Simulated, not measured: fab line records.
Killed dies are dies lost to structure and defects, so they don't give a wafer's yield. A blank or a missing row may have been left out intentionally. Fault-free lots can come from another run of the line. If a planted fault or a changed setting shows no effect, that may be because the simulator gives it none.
fab line records || flow nandHarc
record {"lots": 7, "wafers": 19, "lastDay": 24}
route steps=1159 shown A_ONON_D1@424 END@1159
lots that met no fault: from a run of the same line without faults
startH: hours from the record's first day to the start of the lot's first wafer shown || waitH: hours from the lot's prior step to this one || " repeats the value in the row above || L1.1+2: a row that stands for several wafers || - no value, or no start given || * or withheld: withheld || < > ~ a bound
route shown NAME@n: NAME is a module with steps in the file, n the number in the route of the first one || usual: mean/standard deviation of fault-free wafers || same: alike in all rows || chamber/n: place in a boat || sites: per-site readings || _std_site: their standard deviation || _edge_site: inner sites' mean taken away from outer sites' mean || radiusMm: for every site, how far away it sits from the centre of the wafer || mask NAME#n: copy n || behind: tool/chamber where the wafer was last shaped || hold: why the lot went on hold/how many hours it stayed there/how the hold came to an end || device: the n, p or np transistor that did not switch || end of line: tests run on the same wafers once the route is complete || a step given without rows: its recipe and nothing more || killed: count of dies lost to structure and defects at first sort (not the wafer's yield) || map: dies across one wafer; x = killed, . = not, _ = none there
set.NAME: the setting the step ran with; set.NAME@STEP: the setting that earlier step ran with || model.NAME: the simulator's own value behind a step, which no gauge read
lots at selected steps of the route; one table per step, one row per wafer
services: the hour from which a tool's chamber was out of use, counted from the record's first day as startH (under 0 if before that day), plus the number of hours and why
## steps
# step NHARC_A_ONON_D1_DEP_00
# recipe {"targetThkA": 10000, "n2FlowSccm": 2750, "n2oFlowSccm": 2000, "nh3FlowSccm": 500, "sih4FlowSccm": 210, "tempC": 400}
# step NHARC_A_ONON_D1_THK_MEAS_02
# recipe {"thkMeasGauge": "ellipsometry"}
# usual {"thkNm": "1003/8.4"}
{"lot.wafer": "L315.1", "tool": "filmMetro-01", "chamber": "-", "startH": 150.30, "waitH": "-", "thkNm": 1003}
{"lot.wafer": "L315.2", "tool": "filmMetro-01", "chamber": "-", "startH": 150.30, "waitH": "-", "thkNm": 1001}
{"lot.wafer": "L315.5", "tool": "filmMetro-01", "chamber": "-", "startH": 150.30, "waitH": "-", "thkNm": 1002}
{"lot.wafer": "L319.2", "tool": "filmMetro-01", "chamber": "-", "startH": 191.22, "waitH": "-", "thkNm": 1003}
{"lot.wafer": "L319.3", "tool": "filmMetro-01", "chamber": "-", "startH": 191.22, "waitH": "-", "thkNm": 1002}
{"lot.wafer": "L319.4", "tool": "filmMetro-01", "chamber": "-", "startH": 191.22, "waitH": "-", "thkNm": 1001}
{"lot.wafer": "L327.3", "tool": "filmMetro-01", "chamber": "-", "startH": 238.34, "waitH": "-", "thkNm": 1012}
{"lot.wafer": "L327.5", "tool": "filmMetro-01", "chamber": "-", "startH": 238.34, "waitH": "-", "thkNm": 1011}
{"lot.wafer": "L327.6", "tool": "filmMetro-01", "chamber": "-", "startH": 238.34, "waitH": "-", "thkNm": 1011}
{"lot.wafer": "L330.4", "tool": "filmMetro-01", "chamber": "-", "startH": 258.53, "waitH": "-", "thkNm": 1009}
{"lot.wafer": "L330.6", "tool": "filmMetro-01", "chamber": "-", "startH": 258.53, "waitH": "-", "thkNm": 1011}
{"lot.wafer": "L332.5", "tool": "filmMetro-01", "chamber": "-", "startH": 267.75, "waitH": "-", "thkNm": 994}
{"lot.wafer": "L332.6", "tool": "filmMetro-01", "chamber": "-", "startH": 267.75, "waitH": "-", "thkNm": 993}
{"lot.wafer": "L336.2", "tool": "filmMetro-02", "chamber": "-", "startH": 280.76, "waitH": "-", "thkNm": 1012}
{"lot.wafer": "L336.3", "tool": "filmMetro-02", "chamber": "-", "startH": 280.76, "waitH": "-", "thkNm": 1011}
{"lot.wafer": "L336.5", "tool": "filmMetro-02", "chamber": "-", "startH": 280.76, "waitH": "-", "thkNm": 1014}
{"lot.wafer": "L337.1", "tool": "filmMetro-02", "chamber": "-", "startH": 294.99, "waitH": "-", "thkNm": 1009}
{"lot.wafer": "L337.2", "tool": "filmMetro-02", "chamber": "-", "startH": 294.99, "waitH": "-", "thkNm": 1008}
{"lot.wafer": "L337.6", "tool": "filmMetro-02", "chamber": "-", "startH": 294.99, "waitH": "-", "thkNm": 1007}
# step NHARC_A_ONON_D1_DEP_03
# recipe {"targetThkA": 10000, "n2FlowSccm": 2750, "n2oFlowSccm": 2000, "nh3FlowSccm": 500, "sih4FlowSccm": 210, "tempC": 400}
# step NHARC_A_ONON_D1_THK_MEAS_05
# recipe {"thkMeasGauge": "ellipsometry"}
# usual {"thkNm": "999/10"}
{"lot.wafer": "L315.1", "tool": "filmMetro-01", "chamber": "-", "startH": 151.00, "waitH": "-", "thkNm": 996}
{"lot.wafer": "L315.2", "tool": "filmMetro-01", "chamber": "-", "startH": 151.00, "waitH": "-", "thkNm": 996}
{"lot.wafer": "L315.5", "tool": "filmMetro-01", "chamber": "-", "startH": 151.00, "waitH": "-", "thkNm": 997}
{"lot.wafer": "L319.2", "tool": "filmMetro-02", "chamber": "-", "startH": 191.79, "waitH": "-", "thkNm": 994}
{"lot.wafer": "L319.3", "tool": "filmMetro-02", "chamber": "-", "startH": 191.79, "waitH": "-", "thkNm": 993}
{"lot.wafer": "L319.4", "tool": "filmMetro-02", "chamber": "-", "startH": 191.79, "waitH": "-", "thkNm": 996}
{"lot.wafer": "L327.3", "tool": "filmMetro-01", "chamber": "-", "startH": 239.02, "waitH": "-", "thkNm": 1010}
{"lot.wafer": "L327.5", "tool": "filmMetro-01", "chamber": "-", "startH": 239.02, "waitH": "-", "thkNm": 1009}
{"lot.wafer": "L327.6", "tool": "filmMetro-01", "chamber": "-", "startH": 239.02, "waitH": "-", "thkNm": 1010}
{"lot.wafer": "L330.4", "tool": "filmMetro-02", "chamber": "-", "startH": 259.09, "waitH": "-", "thkNm": 986}
{"lot.wafer": "L330.6", "tool": "filmMetro-02", "chamber": "-", "startH": 259.09, "waitH": "-", "thkNm": 987}
{"lot.wafer": "L332.5", "tool": "filmMetro-02", "chamber": "-", "startH": 268.32, "waitH": "-", "thkNm": 995}
{"lot.wafer": "L332.6", "tool": "filmMetro-02", "chamber": "-", "startH": 268.32, "waitH": "-", "thkNm": 995}
{"lot.wafer": "L336.2", "tool": "filmMetro-02", "chamber": "-", "startH": 281.33, "waitH": "-", "thkNm": 989}
{"lot.wafer": "L336.3", "tool": "filmMetro-02", "chamber": "-", "startH": 281.33, "waitH": "-", "thkNm": 989}
{"lot.wafer": "L336.5", "tool": "filmMetro-02", "chamber": "-", "startH": 281.33, "waitH": "-", "thkNm": 987}
{"lot.wafer": "L337.1", "tool": "filmMetro-01", "chamber": "-", "startH": 295.58, "waitH": "-", "thkNm": 997}
{"lot.wafer": "L337.2", "tool": "filmMetro-01", "chamber": "-", "startH": 295.58, "waitH": "-", "thkNm": 999}
{"lot.wafer": "L337.6", "tool": "filmMetro-01", "chamber": "-", "startH": 295.58, "waitH": "-", "thkNm": 998}
# step NHARC_A_ONON_D1_DEP_06
# recipe {"targetThkA": 10000, "n2FlowSccm": 2750, "n2oFlowSccm": 2000, "nh3FlowSccm": 500, "sih4FlowSccm": 210, "tempC": 400}
# step NHARC_A_ONON_D1_THK_MEAS_08
# recipe {"thkMeasGauge": "ellipsometry"}
# usual {"thkNm": "1000/9.8"}
{"lot.wafer": "L315.1", "tool": "filmMetro-01", "chamber": "-", "startH": 151.57, "waitH": "-", "thkNm": 1018}
{"lot.wafer": "L315.2", "tool": "filmMetro-01", "chamber": "-", "startH": 151.57, "waitH": "-", "thkNm": 1017}
{"lot.wafer": "L315.5", "tool": "filmMetro-01", "chamber": "-", "startH": 151.57, "waitH": "-", "thkNm": 1018}
{"lot.wafer": "L319.2", "tool": "filmMetro-01", "chamber": "-", "startH": 192.36, "waitH": "-", "thkNm": 990}
{"lot.wafer": "L319.3", "tool": "filmMetro-01", "chamber": "-", "startH": 192.36, "waitH": "-", "thkNm": 989}
{"lot.wafer": "L319.4", "tool": "filmMetro-01", "chamber": "-", "startH": 192.36, "waitH": "-", "thkNm": 990}
{"lot.wafer": "L327.3", "tool": "filmMetro-02", "chamber": "-", "startH": 239.60, "waitH": "-", "thkNm": 990}
{"lot.wafer": "L327.5", "tool": "filmMetro-02", "chamber": "-", "startH": 239.60, "waitH": "-", "thkNm": 990}
{"lot.wafer": "L327.6", "tool": "filmMetro-02", "chamber": "-", "startH": 239.60, "waitH": "-", "thkNm": 989}
{"lot.wafer": "L330.4", "tool": "filmMetro-02", "chamber": "-", "startH": 259.66, "waitH": "-", "thkNm": 1006}
{"lot.wafer": "L330.6", "tool": "filmMetro-02", "chamber": "-", "startH": 259.66, "waitH": "-", "thkNm": 1004}
{"lot.wafer": "L332.5", "tool": "filmMetro-02", "chamber": "-", "startH": 268.89, "waitH": "-", "thkNm": 996}
{"lot.wafer": "L332.6", "tool": "filmMetro-02", "chamber": "-", "startH": 268.89, "waitH": "-", "thkNm": 995}
{"lot.wafer": "L336.2", "tool": "filmMetro-02", "chamber": "-", "startH": 281.89, "waitH": "-", "thkNm": 988}
{"lot.wafer": "L336.3", "tool": "filmMetro-02", "chamber": "-", "startH": 281.89, "waitH": "-", "thkNm": 986}
{"lot.wafer": "L336.5", "tool": "filmMetro-02", "chamber": "-", "startH": 281.89, "waitH": "-", "thkNm": 989}
{"lot.wafer": "L337.1", "tool": "filmMetro-01", "chamber": "-", "startH": 296.15, "waitH": "-", "thkNm": 983}
{"lot.wafer": "L337.2", "tool": "filmMetro-01", "chamber": "-", "startH": 296.15, "waitH": "-", "thkNm": 983}
{"lot.wafer": "L337.6", "tool": "filmMetro-01", "chamber": "-", "startH": 296.15, "waitH": "-", "thkNm": 984}
# step NHARC_A_ONON_D1_DEP_09
# recipe {"targetThkA": 10000, "n2FlowSccm": 2750, "n2oFlowSccm": 2000, "nh3FlowSccm": 500, "sih4FlowSccm": 210, "tempC": 400}
# step NHARC_A_ONON_D1_THK_MEAS_11
# recipe {"thkMeasGauge": "ellipsometry"}
# usual {"thkNm": "998/8"}
{"lot.wafer": "L315.1", "tool": "filmMetro-01", "chamber": "-", "startH": 152.15, "waitH": "-", "thkNm": 1012}
{"lot.wafer": "L315.2", "tool": "filmMetro-01", "chamber": "-", "startH": 152.15, "waitH": "-", "thkNm": 1009}
{"lot.wafer": "L315.5", "tool": "filmMetro-01", "chamber": "-", "startH": 152.15, "waitH": "-", "thkNm": 1011}
{"lot.wafer": "L319.2", "tool": "filmMetro-02", "chamber": "-", "startH": 192.92, "waitH": "-", "thkNm": 1012}
{"lot.wafer": "L319.3", "tool": "filmMetro-02", "chamber": "-", "startH": 192.92, "waitH": "-", "thkNm": 1012}
{"lot.wafer": "L319.4", "tool": "filmMetro-02", "chamber": "-", "startH": 192.92, "waitH": "-", "thkNm": 1010}
{"lot.wafer": "L327.3", "tool": "filmMetro-01", "chamber": "-", "startH": 240.17, "waitH": "-", "thkNm": 1001}
{"lot.wafer": "L327.5", "tool": "filmMetro-01", "chamber": "-", "startH": 240.17, "waitH": "-", "thkNm": 1000}
{"lot.wafer": "L327.6", "tool": "filmMetro-01", "chamber": "-", "startH": 240.17, "waitH": "-", "thkNm": 1000}
{"lot.wafer": "L330.4", "tool": "filmMetro-01", "chamber": "-", "startH": 260.23, "waitH": "-", "thkNm": 987}
{"lot.wafer": "L330.6", "tool": "filmMetro-01", "chamber": "-", "startH": 260.23, "waitH": "-", "thkNm": 989}
{"lot.wafer": "L332.5", "tool": "filmMetro-01", "chamber": "-", "startH": 269.46, "waitH": "-", "thkNm": 1006}
{"lot.wafer": "L332.6", "tool": "filmMetro-01", "chamber": "-", "startH": 269.46, "waitH": "-", "thkNm": 1005}
{"lot.wafer": "L336.2", "tool": "filmMetro-01", "chamber": "-", "startH": 282.46, "waitH": "-", "thkNm": 985}
{"lot.wafer": "L336.3", "tool": "filmMetro-01", "chamber": "-", "startH": 282.46, "waitH": "-", "thkNm": 985}
{"lot.wafer": "L336.5", "tool": "filmMetro-01", "chamber": "-", "startH": 282.46, "waitH": "-", "thkNm": 984}
{"lot.wafer": "L337.1", "tool": "filmMetro-02", "chamber": "-", "startH": 296.72, "waitH": "-", "thkNm": 994}
{"lot.wafer": "L337.2", "tool": "filmMetro-02", "chamber": "-", "startH": 296.72, "waitH": "-", "thkNm": 994}
{"lot.wafer": "L337.6", "tool": "filmMetro-02", "chamber": "-", "startH": 296.72, "waitH": "-", "thkNm": 992}
# step NHARC_A_ONON_D1_DEP_12
# recipe {"targetThkA": 10000, "n2FlowSccm": 2750, "n2oFlowSccm": 2000, "nh3FlowSccm": 500, "sih4FlowSccm": 210, "tempC": 400}
# step NHARC_A_ONON_D1_THK_MEAS_14
# recipe {"thkMeasGauge": "ellipsometry"}
# usual {"thkNm": "999/10"}
{"lot.wafer": "L315.1", "tool": "filmMetro-02", "chamber": "-", "startH": 152.74, "waitH": "-", "thkNm": 989}
{"lot.wafer": "L315.2", "tool": "filmMetro-02", "chamber": "-", "startH": 152.74, "waitH": "-", "thkNm": 988}
{"lot.wafer": "L315.5", "tool": "filmMetro-02", "chamber": "-", "startH": 152.74, "waitH": "-", "thkNm": 987}
{"lot.wafer": "L319.2", "tool": "filmMetro-02", "chamber": "-", "startH": 193.49, "waitH": "-", "thkNm": 1010}
{"lot.wafer": "L319.3", "tool": "filmMetro-02", "chamber": "-", "startH": 193.49, "waitH": "-", "thkNm": 1008}
{"lot.wafer": "L319.4", "tool": "filmMetro-02", "chamber": "-", "startH": 193.49, "waitH": "-", "thkNm": 1007}
{"lot.wafer": "L327.3", "tool": "filmMetro-01", "chamber": "-", "startH": 240.75, "waitH": "-", "thkNm": 1012}
{"lot.wafer": "L327.5", "tool": "filmMetro-01", "chamber": "-", "startH": 240.75, "waitH": "-", "thkNm": 1011}
{"lot.wafer": "L327.6", "tool": "filmMetro-01", "chamber": "-", "startH": 240.75, "waitH": "-", "thkNm": 1012}
{"lot.wafer": "L330.4", "tool": "filmMetro-02", "chamber": "-", "startH": 260.80, "waitH": "-", "thkNm": 987}
{"lot.wafer": "L330.6", "tool": "filmMetro-02", "chamber": "-", "startH": 260.80, "waitH": "-", "thkNm": 985}
{"lot.wafer": "L332.5", "tool": "filmMetro-01", "chamber": "-", "startH": 270.05, "waitH": "-", "thkNm": 992}
{"lot.wafer": "L332.6", "tool": "filmMetro-01", "chamber": "-", "startH": 270.05, "waitH": "-", "thkNm": 996}
{"lot.wafer": "L336.2", "tool": "filmMetro-02", "chamber": "-", "startH": 283.03, "waitH": "-", "thkNm": 1002}
{"lot.wafer": "L336.3", "tool": "filmMetro-02", "chamber": "-", "startH": 283.03, "waitH": "-", "thkNm": 1002}
{"lot.wafer": "L336.5", "tool": "filmMetro-02", "chamber": "-", "startH": 283.03, "waitH": "-", "thkNm": 1002}
{"lot.wafer": "L337.1", "tool": "filmMetro-02", "chamber": "-", "startH": 297.31, "waitH": "-", "thkNm": 1019}
{"lot.wafer": "L337.2", "tool": "filmMetro-02", "chamber": "-", "startH": 297.31, "waitH": "-", "thkNm": 1017}
{"lot.wafer": "L337.6", "tool": "filmMetro-02", "chamber": "-", "startH": 297.31, "waitH": "-", "thkNm": 1017}
# step NHARC_A_ONON_D1_ANNEAL_15
# recipe {"tempC": 750, "timeS": 3600}
# step NHARC_A_ONON_D1_DEP_16
# recipe {"targetThkA": 10000, "n2FlowSccm": 2750, "n2oFlowSccm": 2000, "nh3FlowSccm": 500, "sih4FlowSccm": 210, "tempC": 400}
# usual {"nh3FlowSccm": "500.0/1.4"}
{"lot.wafer": "L315.1", "tool": "pecvdOnon-01", "chamber": 0, "startH": 161.51, "waitH": 0.1, "nh3FlowSccm": 499.8}
{"lot.wafer": "L315.2", "tool": "pecvdOnon-01", "chamber": 0, "startH": 161.51, "waitH": 0.1, "nh3FlowSccm": 499.0}
{"lot.wafer": "L315.5", "tool": "pecvdOnon-01", "chamber": 0, "startH": 161.51, "waitH": 0.1, "nh3FlowSccm": 499.7}
{"lot.wafer": "L319.2", "tool": "pecvdOnon-03", "chamber": 0, "startH": 200.14, "waitH": 0.1, "nh3FlowSccm": 499.0}
{"lot.wafer": "L319.3", "tool": "pecvdOnon-03", "chamber": 0, "startH": 200.14, "waitH": 0.1, "nh3FlowSccm": 497.5}
{"lot.wafer": "L319.4", "tool": "pecvdOnon-03", "chamber": 0, "startH": 200.14, "waitH": 0.1, "nh3FlowSccm": 499.9}
{"lot.wafer": "L327.3", "tool": "pecvdOnon-03", "chamber": 0, "startH": 247.34, "waitH": 0.2, "nh3FlowSccm": 499.4}
{"lot.wafer": "L327.5", "tool": "pecvdOnon-03", "chamber": 0, "startH": 247.34, "waitH": 0.2, "nh3FlowSccm": 499.6}
{"lot.wafer": "L327.6", "tool": "pecvdOnon-03", "chamber": 0, "startH": 247.34, "waitH": 0.2, "nh3FlowSccm": 498.6}
{"lot.wafer": "L330.4", "tool": "pecvdOnon-03", "chamber": 0, "startH": 267.77, "waitH": 0.5, "nh3FlowSccm": 498.4}
{"lot.wafer": "L330.6", "tool": "pecvdOnon-03", "chamber": 0, "startH": 267.77, "waitH": 0.5, "nh3FlowSccm": 501.3}
{"lot.wafer": "L332.5", "tool": "pecvdOnon-03", "chamber": 0, "startH": 276.81, "waitH": 0.3, "nh3FlowSccm": 500.3}
{"lot.wafer": "L332.6", "tool": "pecvdOnon-03", "chamber": 0, "startH": 276.81, "waitH": 0.3, "nh3FlowSccm": 500.4}
{"lot.wafer": "L336.2", "tool": "pecvdOnon-01", "chamber": 0, "startH": 289.66, "waitH": 0.1, "nh3FlowSccm": 500.0}
{"lot.wafer": "L336.3", "tool": "pecvdOnon-01", "chamber": 0, "startH": 289.66, "waitH": 0.1, "nh3FlowSccm": 498.2}
{"lot.wafer": "L336.5", "tool": "pecvdOnon-01", "chamber": 0, "startH": 289.66, "waitH": 0.1, "nh3FlowSccm": 499.0}
{"lot.wafer": "L337.1", "tool": "pecvdOnon-01", "chamber": 0, "startH": 305.85, "waitH": 0.1, "nh3FlowSccm": 497.6}
{"lot.wafer": "L337.2", "tool": "pecvdOnon-01", "chamber": 0, "startH": 305.85, "waitH": 0.1, "nh3FlowSccm": 499.6}
{"lot.wafer": "L337.6", "tool": "pecvdOnon-01", "chamber": 0, "startH": 305.85, "waitH": 0.1, "nh3FlowSccm": 501.8}
# step NHARC_A_ONON_D1_THK_MEAS_18
# recipe {"thkMeasGauge": "ellipsometry"}
# usual {"thkNm": "998/10"}
{"lot.wafer": "L315.1", "tool": "filmMetro-02", "chamber": "-", "startH": 162.02, "waitH": "-", "thkNm": 990}
{"lot.wafer": "L315.2", "tool": "filmMetro-02", "chamber": "-", "startH": 162.02, "waitH": "-", "thkNm": 991}
{"lot.wafer": "L315.5", "tool": "filmMetro-02", "chamber": "-", "startH": 162.02, "waitH": "-", "thkNm": 990}
{"lot.wafer": "L319.2", "tool": "filmMetro-01", "chamber": "-", "startH": 200.59, "waitH": "-", "thkNm": 1014}
{"lot.wafer": "L319.3", "tool": "filmMetro-01", "chamber": "-", "startH": 200.59, "waitH": "-", "thkNm": 1013}
{"lot.wafer": "L319.4", "tool": "filmMetro-01", "chamber": "-", "startH": 200.59, "waitH": "-", "thkNm": 1014}
{"lot.wafer": "L327.3", "tool": "filmMetro-01", "chamber": "-", "startH": 247.73, "waitH": "-", "thkNm": 996}
{"lot.wafer": "L327.5", "tool": "filmMetro-01", "chamber": "-", "startH": 247.73, "waitH": "-", "thkNm": 947}
{"lot.wafer": "L327.6", "tool": "filmMetro-01", "chamber": "-", "startH": 247.73, "waitH": "-", "thkNm": 946}
{"lot.wafer": "L330.4", "tool": "filmMetro-02", "chamber": "-", "startH": 268.10, "waitH": "-", "thkNm": 992}
{"lot.wafer": "L330.6", "tool": "filmMetro-02", "chamber": "-", "startH": 268.10, "waitH": "-", "thkNm": 940}
{"lot.wafer": "L332.5", "tool": "filmMetro-01", "chamber": "-", "startH": 277.10, "waitH": "-", "thkNm": 938}
{"lot.wafer": "L332.6", "tool": "filmMetro-01", "chamber": "-", "startH": 277.10, "waitH": "-", "thkNm": 937}
{"lot.wafer": "L336.2", "tool": "filmMetro-01", "chamber": "-", "startH": 290.11, "waitH": "-", "thkNm": 999}
{"lot.wafer": "L336.3", "tool": "filmMetro-01", "chamber": "-", "startH": 290.11, "waitH": "-", "thkNm": 1001}
{"lot.wafer": "L336.5", "tool": "filmMetro-01", "chamber": "-", "startH": 290.11, "waitH": "-", "thkNm": 999}
{"lot.wafer": "L337.1", "tool": "filmMetro-02", "chamber": "-", "startH": 306.35, "waitH": "-", "thkNm": 997}
{"lot.wafer": "L337.2", "tool": "filmMetro-02", "chamber": "-", "startH": 306.35, "waitH": "-", "thkNm": 998}
{"lot.wafer": "L337.6", "tool": "filmMetro-02", "chamber": "-", "startH": 306.35, "waitH": "-", "thkNm": 999}
# step NHARC_A_ONON_D1_DEP_19
# recipe {"targetThkA": 10000, "n2FlowSccm": 2750, "n2oFlowSccm": 2000, "nh3FlowSccm": 500, "sih4FlowSccm": 210, "tempC": 400}
# step NHARC_END_SORT_01
# recipe {"tempC": 25}
# usual {"killedAtArray": "29/13", "killedAtOther": "0.7/1", "killedAtPeriphery": "3.2/2.3", "killedDies": "33/13", "killedOpen": "3.3/1.7", "killedShort": "2.0/1.5"}
# same {"grossDies": 677}
{"lot.wafer": "L327.5", "tool": "prober-02", "chamber": 0, "startH": 516.61, "waitH": 3.7, "killedAtArray": 673, "killedAtOther": 0, "killedAtPeriphery": 4, "killedDies": 677, "killedOpen": 3, "killedShort": 2}
{"lot.wafer": "L327.6", "tool": "prober-02", "chamber": 0, "startH": 517.41, "waitH": 4.0, "killedAtArray": 670, "killedAtOther": 1, "killedAtPeriphery": 6, "killedDies": 677, "killedOpen": 4, "killedShort": 3}
{"lot.wafer": "L330.6", "tool": "prober-01", "chamber": 0, "startH": 552.25, "waitH": 4.0, "killedAtArray": 675, "killedAtOther": 0, "killedAtPeriphery": 2, "killedDies": 677, "killedOpen": 3, "killedShort": 3}
{"lot.wafer": "L332.5", "tool": "prober-02", "chamber": 0, "startH": 557.85, "waitH": 3.7, "killedAtArray": 675, "killedAtOther": 0, "killedAtPeriphery": 2, "killedDies": 677, "killedOpen": 2, "killedShort": 1}
{"lot.wafer": "L332.6", "tool": "prober-02", "chamber": 0, "startH": 558.66, "waitH": 4.0, "killedAtArray": 675, "killedAtOther": 0, "killedAtPeriphery": 2, "killedDies": 677, "killedOpen": 2, "killedShort": 1}
# killed by level:class
L327.5 A_ONON_D1:areaDep=652 A_CHANNEL_HOLE_D1:chamberFilmFlake=10 A_BLC:chamberFilmFlake=4 A_CONTACT:geometricParticle:open=3 A_WL_FILL:chamberFilmFlake=2 P_STI:geometricParticle:short=1 A_M0:geometricParticle:short=1 P_STI:chamberFilmFlake=1
L327.6 A_ONON_D1:areaDep=653 A_BLC:chamberFilmFlake=4 P_STI:chamberFilmFlake=3 A_WL_FILL:chamberFilmFlake=3 A_CONTACT:chamberFilmFlake=3 A_STAIRCASE:chamberFilmFlake=2 P_GATE:geometricParticle:open=1 P_M0:geometricParticle:short=1
L330.6 A_ONON_D1:areaDep=646 A_CHANNEL_HOLE_D1:chamberFilmFlake=22 A_WL_FILL:geometricParticle:short=2 P_M0:geometricParticle:open=1 A_ONON_D1:geometricParticle:short=1 A_SGD_CUT:geometricParticle:open=1 A_WL_FILL:geometricParticle:open=1 P_STI:chamberFilmFlake=1
L332.5 A_ONON_D1:areaDep=637 A_SLIT:chamberFilmFlake=18 A_CHANNEL_HOLE_D1:chamberFilmFlake=7 A_CONTACT:chamberFilmFlake=6 P_GATE:chamberFilmFlake=2 A_CHANNEL_FILL_D1:chamberFilmFlake=2 A_WL_FILL:geometricParticle:open=1 A_CONTACT:geometricParticle:open=1
L332.6 A_ONON_D1:areaDep=648 A_CHANNEL_HOLE_D1:chamberFilmFlake=8 A_CONTACT:chamberFilmFlake=8 A_SLIT:chamberFilmFlake=7 P_GATE:chamberFilmFlake=2 A_CHANNEL_FILL_D1:geometricParticle:open=1 A_WL_FILL:geometricParticle:short=1 A_WL_FILL:geometricParticle:open=1
# map L327.5 (x killed, . not)
____________x____________
_________xxxxxxx_________
_______xxxxxxxxxxx_______
______xxxxxxxxxxxxx______
_____xxxxxxxxxxxxxxx_____
____xxxxxxxxxxxxxxxxx____
____xxxxxxxxxxxxxxxxx____
___xxxxxxxxxxxxxxxxxxx___
___xxxxxxxxxxxxxxxxxxx___
__xxxxxxxxxxxxxxxxxxxxx__
__xxxxxxxxxxxxxxxxxxxxx__
_xxxxxxxxxxxxxxxxxxxxxxx_
_xxxxxxxxxxxxxxxxxxxxxxx_
_xxxxxxxxxxxxxxxxxxxxxxx_
_xxxxxxxxxxxxxxxxxxxxxxx_
_xxxxxxxxxxxxxxxxxxxxxxx_
xxxxxxxxxxxxxxxxxxxxxxxxx
xxxxxxxxxxxxxxxxxxxxxxxxx
xxxxxxxxxxxxxxxxxxxxxxxxx
xxxxxxxxxxxxxxxxxxxxxxxxx
xxxxxxxxxxxxxxxxxxxxxxxxx
_xxxxxxxxxxxxxxxxxxxxxxx_
_xxxxxxxxxxxxxxxxxxxxxxx_
_xxxxxxxxxxxxxxxxxxxxxxx_
_xxxxxxxxxxxxxxxxxxxxxxx_
_xxxxxxxxxxxxxxxxxxxxxxx_
__xxxxxxxxxxxxxxxxxxxxx__
__xxxxxxxxxxxxxxxxxxxxx__
___xxxxxxxxxxxxxxxxxxx___
___xxxxxxxxxxxxxxxxxxx___
____xxxxxxxxxxxxxxxxx____
____xxxxxxxxxxxxxxxxx____
_____xxxxxxxxxxxxxxx_____
______xxxxxxxxxxxxx______
_______xxxxxxxxxxx_______
_________xxxxxxx_________
____________x____________
# map L330.6 (x killed, . not)
____________x____________
_________xxxxxxx_________
_______xxxxxxxxxxx_______
______xxxxxxxxxxxxx______
_____xxxxxxxxxxxxxxx_____
____xxxxxxxxxxxxxxxxx____
____xxxxxxxxxxxxxxxxx____
___xxxxxxxxxxxxxxxxxxx___
___xxxxxxxxxxxxxxxxxxx___
__xxxxxxxxxxxxxxxxxxxxx__
__xxxxxxxxxxxxxxxxxxxxx__
_xxxxxxxxxxxxxxxxxxxxxxx_
_xxxxxxxxxxxxxxxxxxxxxxx_
_xxxxxxxxxxxxxxxxxxxxxxx_
_xxxxxxxxxxxxxxxxxxxxxxx_
_xxxxxxxxxxxxxxxxxxxxxxx_
xxxxxxxxxxxxxxxxxxxxxxxxx
xxxxxxxxxxxxxxxxxxxxxxxxx
xxxxxxxxxxxxxxxxxxxxxxxxx
xxxxxxxxxxxxxxxxxxxxxxxxx
xxxxxxxxxxxxxxxxxxxxxxxxx
_xxxxxxxxxxxxxxxxxxxxxxx_
_xxxxxxxxxxxxxxxxxxxxxxx_
_xxxxxxxxxxxxxxxxxxxxxxx_
_xxxxxxxxxxxxxxxxxxxxxxx_
_xxxxxxxxxxxxxxxxxxxxxxx_
__xxxxxxxxxxxxxxxxxxxxx__
__xxxxxxxxxxxxxxxxxxxxx__
___xxxxxxxxxxxxxxxxxxx___
___xxxxxxxxxxxxxxxxxxx___
____xxxxxxxxxxxxxxxxx____
____xxxxxxxxxxxxxxxxx____
_____xxxxxxxxxxxxxxx_____
______xxxxxxxxxxxxx______
_______xxxxxxxxxxx_______
_________xxxxxxx_________
____________x____________
## services
{"tool": "pecvdOnon-03", "chamber": "-", "startH": 153.00, "hours": 13.0, "kind": "pm"}
{"tool": "pecvdOnon-03", "chamber": "-", "startH": 180.71, "hours": 3.5, "kind": "repair"}
{"tool": "pecvdOnon-01", "chamber": "-", "startH": 195.31, "hours": 13.0, "kind": "pm"}
## key
firstSign {"step": "NHARC_A_ONON_D1_THK_MEAS_18", "reading": "thkNm", "direction": "down", "sigmas": 5.7, "usual": 998, "struck": 941}
effect {"step": "NHARC_END_SORT_01", "reading": "killedAtArray", "direction": "up", "sigmas": 50, "usual": 29, "struck": 674}
moreKillsBornAt {"NHARC_A_ONON_D1_DEP_16@pecvdOnon-03": 3236}
metAt NHARC_A_ONON_D1_DEP_16
struckWafers L327.5,L327.6,L330.6,L332.5,L332.6
laterRowsLeftOut L327.5,L327.6,L330.6,L332.5,L332.6
testerLeftOut L327,L330,L332
onsetBetween 200.14 247.34
fault {"kind": "processParameterDrift", "tool": "pecvdOnon-03", "chamber": "-", "onsetH": 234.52, "steps": "NHARC_A_ONON_D1_DEP_16", "channel": "targetThkA", "offset": "*", "shape": "step", "endH": 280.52, "scope": "struckWafersOnly", "actsIn": "*", "stated": "*"}
# testerLeftOut: of these lots the tester's yield and bins aren't shown, on N5 and GAA mostly nor the transistor test; their killed dies are dies lost to structure and defects alone, not to doping, threshold or leakage, so they don't give the yield
# laterRowsLeftOut: the simulator's readings of these wafers behind a module that went badly wrong aren't trusted and aren't shown, but for the sort
